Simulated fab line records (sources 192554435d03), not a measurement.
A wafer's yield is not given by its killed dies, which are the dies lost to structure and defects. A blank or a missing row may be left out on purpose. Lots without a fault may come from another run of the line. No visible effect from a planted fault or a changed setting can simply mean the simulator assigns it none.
fab line records ; flow n5-finfet
[record] lots = 11; wafers = 29; last-day = 18
route steps=1938 shown BEOL_M2@911 BEOL_M4@1111 PASSIVATION@1936
lots with no fault: from the same line, run without faults
start-h: hours from the record's first day to the start of the lot's first wafer shown ; wait-h: how many hours have passed since the lot's step before this one ; " same as the row above ; L1.1+2: a row that stands for several wafers ; - value missing, or start not given ; * or withheld: withheld ; < > ~ a bound
route shown NAME@n: a module of which the file shows steps, and the number in the route of the first ; usual: mean and standard deviation over wafers with no fault ; same: alike in all rows ; chamber/n: place in a boat ; sites: readings site by site ; _std_site: standard deviation across them ; _edge_site: mean of outer sites minus mean of inner sites ; radius-mm: how far each site lies from the wafer's centre ; mask NAME#n: copy n ; behind: the tool/chamber that last shaped the wafer ; hold: cause of the lot's hold/its duration in hours/its outcome ; device: the transistor (n, p or np) that didn't switch ; end of line: the tests these same wafers got at the end of their route ; a step with no rows: only its recipe ; killed: count of dies lost to structure and defects at first sort (not the wafer's yield) ; map: per-die view of a wafer (x killed, . not killed, _ where there is no die)
set.NAME: the setting that was run; set.NAME@STEP: the one run at that earlier step ; model.NAME: the simulator's own value behind a step, which no gauge read
a sample of lots followed through the steps of the route, with each step as a table and each wafer as a row
services: the hour from which a tool's chamber was out of use, counted from the record's first day as start-h (under 0 if before that day), plus the number of hours and why
[[steps]]
[step N5_BEOL_M2_ANNEAL_87]
[recipe] temp-c = 400; time-s = 240; ambient = vacuum
[usual] heater-power-w = 834/99
lot.wafer;tool;chamber;start-h;wait-h;heater-power-w
L212.1;pvd-sputter-03;-;138.86;0.0;698
L212.4;pvd-sputter-03;-;138.86;0.0;695
L212.6;pvd-sputter-03;-;138.86;0.0;850
L214.3;pvd-sputter-03;-;150.28;0.0;862
L214.4;pvd-sputter-03;-;150.28;0.0;708
L214.6;pvd-sputter-03;-;150.28;0.0;848
L213.1;pvd-sputter-03;-;162.87;0.0;694
L213.2;pvd-sputter-03;-;162.87;0.0;863
L215.1;pvd-sputter-02;-;164.53;0.0;939
L215.4;pvd-sputter-02;-;164.53;0.0;938
L215.5;pvd-sputter-02;-;164.53;0.0;794
L216.1;pvd-sputter-01;-;164.85;0.0;1072
L216.4;pvd-sputter-01;-;164.85;0.0;772
L216.6;pvd-sputter-01;-;164.85;0.0;821
L217.4;pvd-sputter-01;-;166.99;0.0;806
L217.5;pvd-sputter-01;-;166.99;0.0;781
L219.1;pvd-sputter-02;-;186.43;0.0;887
L219.3;pvd-sputter-02;-;186.43;0.0;755
L227.1;pvd-sputter-03;-;239.32;0.0;697
L227.4;pvd-sputter-03;-;239.32;0.0;696
L227.5;pvd-sputter-03;-;239.32;0.0;704
L231.1;pvd-sputter-02;-;248.81;0.0;891
L231.4;pvd-sputter-02;-;248.81;0.0;816
L232.3;pvd-sputter-03;-;258.46;0.0;694
L232.5;pvd-sputter-03;-;258.46;0.0;860
L232.6;pvd-sputter-03;-;258.46;0.0;695
L235.2;pvd-sputter-02;-;289.42;0.0;865
L235.4;pvd-sputter-02;-;289.42;0.0;753
L235.6;pvd-sputter-02;-;289.42;0.0;770
[step N5_BEOL_M2_SPUTTER_94]
[recipe] material = Cu; target-thk-a = 45; temp-c = -20; chamber-pressure-pa = 0.07; power-w = withheld; time-s = 8.29
[usual] throttle-valve-pct = 30.0/0.95
lot.wafer;tool;chamber;start-h;wait-h;throttle-valve-pct
L212.1;pvd-sputter-03;-;139.66;0.1;29.7
L212.4;pvd-sputter-03;-;139.66;0.1;30.0
L212.6;pvd-sputter-03;-;139.66;0.1;30.2
L214.3;pvd-sputter-03;-;151.08;0.1;31.2
L214.4;pvd-sputter-03;-;151.08;0.1;30.1
L214.6;pvd-sputter-03;-;151.08;0.1;29.9
L213.1;pvd-sputter-03;-;163.67;0.1;29.9
L213.2;pvd-sputter-03;-;163.67;0.1;31.4
L215.1;pvd-sputter-02;-;165.33;0.1;28.5
L215.4;pvd-sputter-02;-;165.33;0.1;28.5
L215.5;pvd-sputter-02;-;165.33;0.1;30.1
L216.1;pvd-sputter-01;-;165.65;0.1;28.9
L216.4;pvd-sputter-01;-;165.65;0.1;31.8
L216.6;pvd-sputter-01;-;165.65;0.1;28.6
L217.4;pvd-sputter-01;-;167.79;0.1;29.0
L217.5;pvd-sputter-01;-;167.79;0.1;31.7
L219.1;pvd-sputter-02;-;187.23;0.1;29.4
L219.3;pvd-sputter-02;-;187.23;0.1;30.3
L227.1;pvd-sputter-03;-;240.12;0.1;29.7
L227.4;pvd-sputter-03;-;240.12;0.1;30.2
L227.5;pvd-sputter-03;-;240.12;0.1;29.9
L231.1;pvd-sputter-02;-;253.38;0.1;28.5
L231.4;pvd-sputter-02;-;253.38;0.1;30.7
L232.3;pvd-sputter-03;-;259.26;0.1;29.5
L232.5;pvd-sputter-03;-;259.26;0.1;31.5
L232.6;pvd-sputter-03;-;259.26;0.1;29.8
L235.2;pvd-sputter-02;-;290.22;0.1;29.7
L235.4;pvd-sputter-02;-;290.22;0.1;30.1
L235.6;pvd-sputter-02;-;290.22;0.1;30.3
[step N5_BEOL_M2_ANNEAL_95]
[recipe] temp-c = 400; time-s = 240; ambient = vacuum
[usual] heater-power-w = 835/100
lot.wafer;tool;chamber;start-h;wait-h;heater-power-w
L212.1;pvd-sputter-03;-;139.74;0.0;695
L212.4;pvd-sputter-03;-;139.74;0.0;697
L212.6;pvd-sputter-03;-;139.74;0.0;846
L214.3;pvd-sputter-03;-;151.16;0.0;848
L214.4;pvd-sputter-03;-;151.16;0.0;699
L214.6;pvd-sputter-03;-;151.16;0.0;844
L213.1;pvd-sputter-03;-;163.75;0.0;717
L213.2;pvd-sputter-03;-;163.75;0.0;855
L215.1;pvd-sputter-02;-;165.41;0.0;928
L215.4;pvd-sputter-02;-;165.41;0.0;933
L215.5;pvd-sputter-02;-;165.41;0.0;809
L216.1;pvd-sputter-01;-;165.73;0.0;1067
L216.4;pvd-sputter-01;-;165.73;0.0;782
L216.6;pvd-sputter-01;-;165.73;0.0;815
L217.4;pvd-sputter-01;-;167.87;0.0;805
L217.5;pvd-sputter-01;-;167.87;0.0;775
L219.1;pvd-sputter-02;-;187.31;0.0;878
L219.3;pvd-sputter-02;-;187.31;0.0;759
L227.1;pvd-sputter-03;-;240.20;0.0;694
L227.4;pvd-sputter-03;-;240.20;0.0;684
L227.5;pvd-sputter-03;-;240.20;0.0;719
L231.1;pvd-sputter-02;-;253.46;0.0;922
L231.4;pvd-sputter-02;-;253.46;0.0;785
L232.3;pvd-sputter-03;-;259.34;0.0;682
L232.5;pvd-sputter-03;-;259.34;0.0;849
L232.6;pvd-sputter-03;-;259.34;0.0;703
L235.2;pvd-sputter-02;-;290.30;0.0;890
L235.4;pvd-sputter-02;-;290.30;0.0;762
L235.6;pvd-sputter-02;-;290.30;0.0;761
[step N5_BEOL_M2_ECD_50]
[recipe] material = Cu; target-thk-a = 3000
lot.wafer;tool;chamber;start-h;wait-h
L212.1+4+6;ecd-cu-02;1,1,0;140.00;0.1
L214.3+4+6;ecd-cu-01;1,0,1;151.44;0.1
L213.1+2;ecd-cu-01;0,1;164.00;0.1
L215.1+4+5;ecd-cu-02;1,0,1;165.67;0.1
L216.1+4+6;ecd-cu-01;1,0,1;165.98;0.1
L217.4+5;ecd-cu-02;1,0;168.14;0.1
L219.1+3;ecd-cu-01;0,1;187.57;0.1
L227.1+4+5;ecd-cu-01;0,1,1;240.46;0.1
L231.1+4;ecd-cu-02;0,1;253.82;0.2
L232.3+5+6;ecd-cu-02;1,0,1;259.61;0.1
L235.2+4+6;ecd-cu-02;1,0,1;290.57;0.1
[step N5_BEOL_M2_CMP_52]
[recipe] stop-on = SiOC; t-overpolish-s = 6.8; down-force-psi = 1; platen-rpm = 50; clearing-platen-down-force-psi = 1.5; clearing-platen-rpm = 50; post-cmp-clean = cu-alkaline; target-thk-nm = 40; clearing-platen-pad-velocity-m-s = 0.99484; pad-velocity-m-s = 0.99484
[usual] motor-current-A = 6.0/0.49; time-to-endpoint-s = 60/3.3
lot.wafer;tool;chamber;start-h;wait-h;motor-current-A;time-to-endpoint-s
L212.4;cmp-04;2;140.65;0.2;6.5;58
L212.1;cmp-04;1;140.65;0.2;6.5;61
L212.6;cmp-04;2;140.65;0.2;6.2;59
L214.4;cmp-02;3;151.83;0.2;5.5;56
L214.3;cmp-02;0;151.83;0.2;6.3;59
L214.6;cmp-02;2;151.83;0.2;6.4;59
L213.1;cmp-02;1;164.71;0.4;5.4;56
L213.2;cmp-02;2;164.71;0.4;6.4;59
L215.4;cmp-04;3;166.04;0.1;6.2;63
L215.1;cmp-04;0;166.04;0.1;5.6;70
L215.5;cmp-04;0;166.04;0.1;5.7;71
L216.1;cmp-02;0;166.67;0.5;6.1;62
L216.4;cmp-02;1;166.67;0.5;5.3;57
L216.6;cmp-02;3;166.67;0.5;5.3;55
L217.4;cmp-02;0;168.56;0.1;5.9;61
L217.5;cmp-02;1;168.56;0.1;5.4;58
L219.3;cmp-01;1;187.96;0.2;5.4;57
L219.1;cmp-01;0;187.96;0.2;5.7;62
L227.4;cmp-01;0;240.89;0.2;6.5;34
L227.1;cmp-01;3;240.89;0.2;6.0;57
L227.5;cmp-01;0;240.89;0.2;6.2;30
L231.4;cmp-04;0;254.42;0.2;5.9;67
L231.1;cmp-04;1;254.42;0.2;6.6;61
L232.3;cmp-04;3;260.01;0.2;6.3;61
L232.6;cmp-04;2;260.01;0.2;6.1;60
L232.5;cmp-04;3;260.01;0.2;6.3;62
L235.2;cmp-04;3;291.05;0.2;6.0;58
L235.4;cmp-04;1;291.05;0.2;6.9;57
L235.6;cmp-04;2;291.05;0.2;6.2;59
[step N5_BEOL_M4_RC_MEAS_101]
[usual] DIBL_N = 35.1/1.5; DIBL_P = 35.2/2; IOFF_N = 0.146/0.028; IOFF_P = 0.20/0.036; ION_N = 670/12; ION_P = 462/8.2; SS_N = 71.2/0.63; SS_P = 73.1/0.7; VT_N = 250/3.6; VT_P = -251/3.3
lot.wafer;tool;chamber;start-h;wait-h;DIBL_N[mV/V];DIBL_P[mV/V];IOFF_N[nA/um];IOFF_P[nA/um];ION_N[uA/um];ION_P[uA/um];SS_N[mV/dec];SS_P[mV/dec];VT_N[mV];VT_P[mV]
L212.1;prober-01;0;168.76;0.0;34.7;33.7;0.115;0.16;634;440;70.6;73.0;256;-254
L212.4;prober-01;0;168.76;0.0;36.7;36.4;0.153;0.20;675;463;71.1;73.7;251;-254
L212.6;prober-01;0;168.76;0.0;37.3;36.6;0.167;0.21;669;453;71.8;73.5;247;-252
L214.3;prober-01;0;171.05;0.3;36.7;36.8;0.158;0.21;646;448;72.1;72.9;253;-252
L214.4;prober-01;0;171.05;0.3;34.2;34.3;0.117;0.17;669;460;70.9;72.4;255;-253
L214.6;prober-01;0;171.05;0.3;35.7;35.8;0.134;0.19;655;453;71.5;72.8;255;-253
L213.1;prober-02;0;190.33;0.0;32.4;32.2;0.104;0.16;659;454;70.0;72.6;254;-251
L213.2;prober-02;0;190.33;0.0;36.0;37.7;0.163;0.24;668;465;71.6;73.4;248;-250
L215.1;prober-02;0;191.51;0.0;37.9;38.4;0.224;0.29;698;474;71.8;73.8;242;-245
L215.4;prober-02;0;191.51;0.0;36.7;36.5;0.184;0.26;659;458;71.6;74.0;247;-246
L215.5;prober-02;0;191.51;0.0;37.4;37.5;0.204;0.29;689;469;72.0;73.9;246;-245
L216.1;prober-01;0;191.73;0.1;33.9;32.1;0.117;0.17;671;464;70.1;72.3;253;-250
L216.4;prober-01;0;191.73;0.1;36.1;34.9;0.152;0.20;688;466;70.9;73.4;248;-250
L216.6;prober-01;0;191.73;0.1;36.2;35.1;0.156;0.21;692;476;71.3;73.6;249;-247
L217.4;prober-02;0;194.58;0.5;37.0;38.1;0.178;0.21;667;455;71.7;74.1;250;-252
L217.5;prober-02;0;194.58;0.5;36.6;38.4;0.183;0.22;674;467;71.6;74.4;246;-251
L219.1;prober-02;0;215.13;0.0;36.9;35.9;0.197;0.25;699;475;71.1;74.2;242;-245
L219.3;prober-02;0;215.13;0.0;37.3;36.5;0.203;0.25;670;458;71.3;74.4;246;-247
L227.1;prober-02;0;263.64;0.7;33.3;33.7;0.127;0.19;666;462;70.3;72.5;251;-249
L227.4;prober-02;0;263.64;0.7;32.8;34.1;0.126;0.19;664;464;70.7;72.5;251;-251
L227.5;prober-02;0;263.64;0.7;35.4;36.4;0.161;0.24;675;469;71.8;73.6;247;-247
L231.1;prober-01;0;288.64;0.0;34.3;33.0;0.113;0.16;673;463;70.9;72.8;253;-253
L231.4;prober-01;0;288.64;0.0;36.1;35.3;0.139;0.19;674;468;70.2;73.2;251;-253
L232.3;prober-01;0;291.84;0.3;32.4;31.6;0.116;0.19;656;460;70.9;71.7;254;-251
L232.5;prober-01;0;291.84;0.3;32.4;31.9;0.120;0.19;666;462;71.7;72.3;252;-249
L232.6;prober-01;0;291.84;0.3;35.7;36.2;0.183;0.26;680;475;71.9;73.1;246;-245
L235.2;prober-01;0;327.86;0.2;34.9;36.4;0.155;0.21;684;468;71.1;73.1;248;-249
L235.4;prober-01;0;327.86;0.2;36.2;37.9;0.173;0.23;678;465;71.8;74.0;246;-250
L235.6;prober-01;0;327.86;0.2;35.0;36.3;0.146;0.20;675;472;71.4;73.0;248;-250
[step N5_PASSIVATION_PROBE_49]
[usual] defect-limited-yield = 91.4/1.4; killed_at_M0_to_M3 = 32/10; killed_at_M4_up = 13/5.6; killed-at-contacts = 13/6.6; killed-at-front-end = 39/13; killed-at-other = 3.4/2.8; killed-dies = 101/17; killed-open = 66/13; killed-short = 33/7; sort_bin_5_function = 5.0/0.93; sort_bin_6_memory = 3.2/0.65; sort_bin_8_speed = 0.01/0.16; sort-n-pass = 1078/17; sort-yield-pct = 91.4/1.4
[same] gross-dies = 1180; killed-at-back-side = 0; sort_bin_4_leakage[%] = 0
lot.wafer;tool;chamber;start-h;wait-h;defect-limited-yield[%];killed_at_M0_to_M3;killed_at_M4_up;killed-at-contacts;killed-at-front-end;killed-at-other;killed-dies;killed-open;killed-short;sort_bin_5_function[%];sort_bin_6_memory[%];sort_bin_8_speed[%];sort-n-pass;sort-yield-pct[%]
L212.1;prober-01;-;273.29;0.0;91.1;33;16;13;41;2;105;77;28;5.8;2.9;1.86;1053;89.2
L212.4;prober-01;-;273.44;0.2;90.2;29;19;21;42;5;116;78;38;6.6;2.8;0;1064;90.2
L212.6;prober-01;-;273.54;0.3;91.4;12;14;21;53;1;101;59;37;5.1;2.9;0;1079;91.4
L214.3;prober-01;-;276.83;0.1;90.3;34;7;35;33;5;114;71;43;5.7;3.7;0;1066;90.3
L214.4;prober-01;-;276.88;0.2;91.3;38;15;14;32;4;103;62;39;5.6;2.8;0;1077;91.3
L214.6;prober-01;-;276.98;0.3;90.5;47;14;17;32;2;112;69;40;5.8;3.3;0;1068;90.5
L215.1;prober-02;-;292.74;0.0;90.3;39;10;7;51;8;115;70;39;5.7;3.2;0;1065;90.3
L215.4;prober-02;-;292.89;0.2;90.8;45;9;16;22;16;108;70;38;5.5;3.0;0;1072;90.8
L215.5;prober-02;-;292.94;0.2;89.4;44;12;19;46;4;125;71;47;6.0;3.4;0;1055;89.4
L213.1;prober-01;-;293.31;0.0;93.6;26;11;5;32;1;75;53;22;3.8;2.3;0;1105;93.6
L213.2;prober-01;-;293.36;0.1;90.2;32;10;15;55;4;116;73;43;6.3;3.1;0;1064;90.2
L217.4;prober-01;-;305.95;0.2;91.1;19;13;24;38;11;105;66;38;5.3;3.4;0;1075;91.1
L217.5;prober-01;-;306.00;0.2;91.7;18;14;15;49;2;98;61;28;5.3;2.3;0;1082;91.7
L216.1;prober-02;-;306.64;0.0;90.6;35;7;12;53;4;111;70;38;5.7;3.6;0;1069;90.6
L216.4;prober-02;-;306.79;0.2;89.2;36;15;13;60;3;127;92;31;6.3;3.9;0;1053;89.2
L216.6;prober-02;-;306.89;0.3;89.8;33;14;14;56;3;120;79;39;6.4;3.3;0;1060;89.8
L219.1;prober-01;-;334.95;0.0;90.0;48;10;10;47;3;118;80;36;5.9;3.8;0;1062;90.0
L219.3;prober-01;-;335.05;0.1;88.8;45;20;5;57;5;132;91;37;6.2;4.2;0;1048;88.8
L227.1;prober-01;-;374.53;0.0;93.3;18;10;13;38;0;79;45;28;3.5;2.6;0;1101;93.3
L227.4;prober-01;-;374.68;0.2;92.9;25;15;11;30;3;84;54;28;3.6;3.3;0;1096;92.9
L227.5;prober-01;-;374.73;0.2;91.7;27;14;17;38;2;98;63;26;4.2;3.2;0;1082;91.7
L231.1;prober-01;-;399.07;0.0;91.4;41;12;18;26;5;102;75;27;5.1;3.3;0;1078;91.4
L231.4;prober-01;-;399.22;0.2;93.0;34;17;5;24;3;83;63;20;4.7;2.2;0;1097;93.0
L232.3;prober-01;-;402.87;0.1;90.5;34;16;33;26;3;112;79;31;5.7;3.7;0;1068;90.5
L232.5;prober-01;-;402.97;0.2;92.2;27;10;12;40;3;92;58;33;4.6;2.8;0;1088;92.2
L232.6;prober-01;-;403.02;0.3;93.6;29;6;6;31;4;76;41;34;3.7;2.3;0;1104;93.6
L235.2;prober-01;-;432.40;0.1;92.4;30;17;18;22;3;90;56;33;4.3;3.1;0;1090;92.4
L235.4;prober-01;-;432.50;0.2;92.4;18;20;19;28;5;90;55;28;4.7;2.3;0;1090;92.4
L235.6;prober-01;-;432.60;0.3;91.9;25;11;15;31;13;95;69;25;4.7;3.1;0;1085;91.9
// killed by level:class
L212.1 MOL_CONTACT_COAG:geometric-particle:open=12 BEOL_M2:geometric-particle:open=9 FIN_SAQP:geometric-particle:open=8 STI_FIN_REVEAL:geometric-particle:open=8 BEOL_M1:geometric-particle:open=8 FIN_SAQP:geometric-particle:short=7 DUMMY_GATE:geometric-particle:open=7 BEOL_M4:geometric-particle:open=6
L212.4 MOL_CONTACT_COAG:geometric-particle:open=15 STI_FIN_REVEAL:geometric-particle:open=15 BEOL_M4:geometric-particle:open=11 BEOL_M0_SAQP:geometric-particle:short=8 BEOL_M1:geometric-particle:open=7 MOL_CONTACT_COAG:geometric-particle:short=6 BEOL_M4:geometric-particle:short=6 FIN_SAQP:geometric-particle:short=5
L212.6 MOL_CONTACT_COAG:geometric-particle:open=14 FIN_SAQP:geometric-particle:short=12 FIN_SAQP:geometric-particle:open=12 MOL_CONTACT_COAG:geometric-particle:short=7 BEOL_M4:geometric-particle:open=6 STI_FIN_REVEAL:geometric-particle:open=5 DUMMY_GATE:geometric-particle:open=5 BEOL_M1:geometric-particle:open=5
L214.3 MOL_CONTACT_COAG:geometric-particle:open=25 MOL_CONTACT_COAG:geometric-particle:short=10 BEOL_M1:geometric-particle:open=10 STI_FIN_REVEAL:geometric-particle:open=7 BEOL_M0_SAQP:geometric-particle:open=5 BEOL_M1:geometric-particle:short=5 FIN_SAQP:geometric-particle:open=4 DUMMY_GATE:geometric-particle:open=4
L214.4 BEOL_M0_SAQP:geometric-particle:open=9 MOL_CONTACT_COAG:geometric-particle:open=9 FIN_SAQP:geometric-particle:open=8 BEOL_M0_SAQP:geometric-particle:short=8 BEOL_M1:geometric-particle:short=7 BEOL_M1:geometric-particle:open=7 BEOL_M4:geometric-particle:open=7 FIN_SAQP:geometric-particle:short=6
L214.6 MOL_CONTACT_COAG:geometric-particle:open=15 BEOL_M0_SAQP:geometric-particle:open=12 BEOL_M0_SAQP:geometric-particle:short=11 BEOL_M1:geometric-particle:short=8 BEOL_M1:geometric-particle:open=7 FIN_SAQP:geometric-particle:open=5 FIN_SAQP:geometric-particle:short=5 STI_FIN_REVEAL:geometric-particle:open=4
L215.1 STI_FIN_REVEAL:geometric-particle:open=11 BEOL_M0_SAQP:geometric-particle:short=11 FIN_SAQP:geometric-particle:short=10 BEOL_M0_SAQP:geometric-particle:open=9 FIN_SAQP:geometric-particle:open=7 MOL_CONTACT_COAG:geometric-particle:open=6 BEOL_M2:geometric-particle:open=6 HKMG_FIN:area-etch=6
L215.4 BEOL_M2:geometric-particle:open=18 STI_FIN_REVEAL:geometric-particle:open=10 MOL_CONTACT_COAG:geometric-particle:open=10 BEOL_M3:geometric-particle:open=9 BEOL_M0_SAQP:geometric-particle:short=7 MOL_CONTACT_COAG:geometric-particle:short=6 BEOL_M0_SAQP:geometric-particle:open=6 FIN_SAQP:geometric-particle:short=4
L215.5 MOL_CONTACT_COAG:geometric-particle:open=15 BEOL_M2:geometric-particle:open=10 BEOL_M0_SAQP:geometric-particle:short=8 FIN_SAQP:geometric-particle:open=7 BEOL_M3:geometric-particle:short=7 HKMG_FIN:area-etch=7 BEOL_M4:geometric-particle:open=6 STI_FIN_REVEAL:geometric-particle:open=5
L213.1 STI_FIN_REVEAL:geometric-particle:open=13 BEOL_M3:geometric-particle:open=11 FIN_SAQP:geometric-particle:short=5 BEOL_M1:geometric-particle:open=5 BEOL_M4:geometric-particle:open=5 FIN_SAQP:geometric-particle:open=4 MOL_CONTACT_COAG:geometric-particle:open=4 BEOL_M0:geometric-particle:short=3
L213.2 FIN_SAQP:geometric-particle:open=16 MOL_CONTACT_COAG:geometric-particle:open=13 FIN_SAQP:geometric-particle:short=9 GATE_CUT:geometric-particle:short=8 BEOL_M3:geometric-particle:open=8 BEOL_M0_SAQP:geometric-particle:short=7 BEOL_M0_SAQP:geometric-particle:open=7 STI_FIN_REVEAL:geometric-particle:open=4
L217.4 MOL_CONTACT_COAG:geometric-particle:open=20 FIN_SAQP:geometric-particle:short=12 FIN_SAQP:geometric-particle:open=8 BEOL_M5:geometric-particle:open=7 DUMMY_GATE:geometric-particle:open=6 BEOL_M0_SAQP:geometric-particle:short=6 MOL_CONTACT_COAG:geometric-particle:short=4 BEOL_M2:geometric-particle:open=4
L217.5 MOL_CONTACT_COAG:geometric-particle:open=11 FIN_SAQP:geometric-particle:open=9 GATE_CUT:geometric-particle:short=9 BEOL_M2:geometric-particle:open=7 DUMMY_GATE:geometric-particle:open=6 GATE_CUT:geometric-particle:open=6 HKMG_FIN:area-etch=6 BEOL_M5:geometric-particle:open=4
L216.1 STI_FIN_REVEAL:geometric-particle:open=13 MOL_CONTACT_COAG:geometric-particle:open=10 BEOL_M0_SAQP:geometric-particle:short=10 BEOL_M0_SAQP:geometric-particle:open=9 FIN_SAQP:geometric-particle:open=8 FIN_SAQP:geometric-particle:short=7 GATE_CUT:geometric-particle:short=7 BEOL_M2:geometric-particle:open=7
L216.4 STI_FIN_REVEAL:geometric-particle:open=16 FIN_SAQP:geometric-particle:open=14 MOL_CONTACT_COAG:geometric-particle:open=11 BEOL_M1:geometric-particle:open=7 BEOL_M4:geometric-particle:open=7 BEOL_M0_SAQP:geometric-particle:open=6 BEOL_M3:geometric-particle:open=6 FIN_SAQP:geometric-particle:short=5
L216.6 STI_FIN_REVEAL:geometric-particle:open=13 FIN_SAQP:geometric-particle:short=12 MOL_CONTACT_COAG:geometric-particle:open=10 FIN_SAQP:geometric-particle:open=9 BEOL_M3:geometric-particle:open=8 BEOL_M0_SAQP:geometric-particle:open=7 GATE_CUT:geometric-particle:open=6 BEOL_M0_SAQP:geometric-particle:short=5
L219.1 BEOL_M2:geometric-particle:open=13 MOL_CONTACT_COAG:geometric-particle:open=10 FIN_SAQP:geometric-particle:open=9 FIN_SAQP:geometric-particle:short=8 BEOL_M0_SAQP:geometric-particle:open=8 BEOL_M3:geometric-particle:open=7 DUMMY_GATE:geometric-particle:open=6 BEOL_M0_SAQP:geometric-particle:short=6
L219.3 BEOL_M2:geometric-particle:open=17 BEOL_M3:geometric-particle:open=11 BEOL_M4:geometric-particle:open=11 FIN_SAQP:geometric-particle:open=10 GATE_CUT:geometric-particle:short=9 FIN_SAQP:geometric-particle:short=6 DUMMY_GATE:geometric-particle:open=6 GATE_CUT:geometric-particle:open=6
L227.1 FIN_SAQP:geometric-particle:short=10 MOL_CONTACT_COAG:geometric-particle:open=8 FIN_SAQP:geometric-particle:open=7 DUMMY_GATE:geometric-particle:open=5 MOL_CONTACT_COAG:geometric-particle:short=5 HKMG_FIN:area-etch=5 BEOL_M3:geometric-particle:open=4 BEOL_M0_SAQP:geometric-particle:short=4
L227.4 MOL_CONTACT_COAG:geometric-particle:open=7 BEOL_M0_SAQP:geometric-particle:short=7 STI_FIN_REVEAL:geometric-particle:open=6 DUMMY_GATE:geometric-particle:open=5 BEOL_M3:geometric-particle:open=5 BEOL_M2:geometric-particle:open=5 BEOL_M4:geometric-particle:open=5 FIN_SAQP:geometric-particle:open=4
L227.5 MOL_CONTACT_COAG:geometric-particle:open=12 BEOL_M2:geometric-particle:open=7 BEOL_M0_SAQP:geometric-particle:open=7 HKMG_FIN:area-etch=7 DUMMY_GATE:geometric-particle:open=6 BEOL_M0_SAQP:geometric-particle:short=6 FIN_SAQP:geometric-particle:open=5 MOL_CONTACT_COAG:geometric-particle:short=5
L231.1 MOL_CONTACT_COAG:geometric-particle:open=14 BEOL_M2:geometric-particle:open=11 BEOL_M3:geometric-particle:open=10 BEOL_M1:geometric-particle:open=5 STARTING-WAFER:geometric-particle:short=5 FIN_SAQP:geometric-particle:open=4 MOL_CONTACT_COAG:geometric-particle:short=4 BEOL_M0_SAQP:geometric-particle:open=4
L231.4 BEOL_M0_SAQP:geometric-particle:open=10 BEOL_M2:geometric-particle:open=10 FIN_SAQP:geometric-particle:open=7 MOL_CONTACT_COAG:geometric-particle:open=5 BEOL_M0_SAQP:geometric-particle:short=5 BEOL_M1:geometric-particle:open=4 BEOL_M3:geometric-particle:open=4 BEOL_M4:geometric-particle:open=4
L232.3 MOL_CONTACT_COAG:geometric-particle:open=21 MOL_CONTACT_COAG:geometric-particle:short=11 BEOL_M2:geometric-particle:open=11 BEOL_M4:geometric-particle:open=8 BEOL_M1:geometric-particle:open=7 BEOL_M0_SAQP:geometric-particle:short=6 FIN_SAQP:geometric-particle:open=4 STI_FIN_REVEAL:geometric-particle:open=4
L232.5 FIN_SAQP:geometric-particle:short=13 FIN_SAQP:geometric-particle:open=11 MOL_CONTACT_COAG:geometric-particle:open=10 BEOL_M0_SAQP:geometric-particle:short=7 BEOL_M2:geometric-particle:open=7 BEOL_M3:geometric-particle:open=6 DUMMY_GATE:geometric-particle:open=5 BEOL_M0_SAQP:geometric-particle:open=5
L232.6 BEOL_M2:geometric-particle:open=14 FIN_SAQP:geometric-particle:short=8 FIN_SAQP:geometric-particle:open=5 STARTING-WAFER:geometric-particle:short=5 MOL_CONTACT_COAG:geometric-particle:open=4 BEOL_M0_SAQP:geometric-particle:short=4 BEOL_M2:geometric-particle:short=4 STI_FIN_REVEAL:geometric-particle:open=3
L235.2 MOL_CONTACT_COAG:geometric-particle:open=10 MOL_CONTACT_COAG:geometric-particle:short=8 BEOL_M0_SAQP:geometric-particle:open=8 BEOL_M4:geometric-particle:open=7 FIN_SAQP:geometric-particle:short=6 GATE_CUT:geometric-particle:short=5 BEOL_M3:geometric-particle:open=5 BEOL_M1:geometric-particle:open=4
L235.4 MOL_CONTACT_COAG:geometric-particle:open=14 BEOL_M4:geometric-particle:open=7 HKMG_FIN:area-etch=6 MOL_CONTACT_COAG:geometric-particle:short=5 BEOL_M0_SAQP:geometric-particle:short=5 BEOL_M2:geometric-particle:open=5 FIN_SAQP:geometric-particle:short=4 FIN_SAQP:geometric-particle:open=4
L235.6 MIM_TOP:geometric-particle:open=8 MOL_CONTACT_COAG:geometric-particle:open=8 MOL_CONTACT_COAG:geometric-particle:short=7 FIN_SAQP:geometric-particle:open=6 DUMMY_GATE:geometric-particle:open=6 BEOL_M2:geometric-particle:open=6 STI_FIN_REVEAL:geometric-particle:open=5 BEOL_M0_SAQP:geometric-particle:open=4
[[services]]
tool;chamber;start-h;hours;kind
cmp-02;-;114.91;4.0;pm
cmp-02;-;118.91;-;consumable-replace:conditioner
cmp-02;-;118.91;-;consumable-replace:pad
cmp-02;-;129.56;1.4;repair
cmp-02;-;138.64;11.5;pm
pvd-sputter-02;-;150.44;9.3;repair
cmp-04;-;155.42;1.0;repair
ecd-cu-01;-;161.23;0.9;repair
cmp-01;-;163.34;2.0;repair
cmp-01;-;165.87;0.6;repair
cmp-04;-;168.17;2.5;repair
cmp-04;-;192.83;4.0;pm
cmp-04;-;196.83;-;consumable-replace:conditioner
cmp-04;-;196.83;-;consumable-replace:pad
cmp-01;-;199.36;3.5;repair
cmp-02;-;202.87;2.0;repair
cmp-02;-;206.73;0.7;repair
cmp-04;-;217.89;0.3;repair
ecd-cu-01;-;228.76;5.6;repair
ecd-cu-02;-;246.48;6.6;repair
ecd-cu-01;-;253.20;3.5;pm
cmp-02;-;257.32;2.4;repair
cmp-02;-;264.52;2.0;repair
[[key]]
[first-sign] step = N5_BEOL_M2_CMP_52; reading = time-to-endpoint-s; direction = down; sigmas = 8.5; usual = *; struck = *
effect none on later readings
met-at N5_BEOL_M2_ECD_50
struck-lots L227
struck-wafers L227.4,L227.5
not-acting-at N5_BEOL_M2_ANNEAL_87,N5_BEOL_M2_SPUTTER_94,N5_BEOL_M2_ANNEAL_95
onset-between 187.57 240.46
[fault] kind = process-parameter-drift; tool = ecd-cu-01; chamber = 1; onset-h = 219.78; steps = N5_BEOL_M2_ECD_50; channel = target-thk-a; offset = *; shape = step; end-h = 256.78; acts-in = *; stated = *
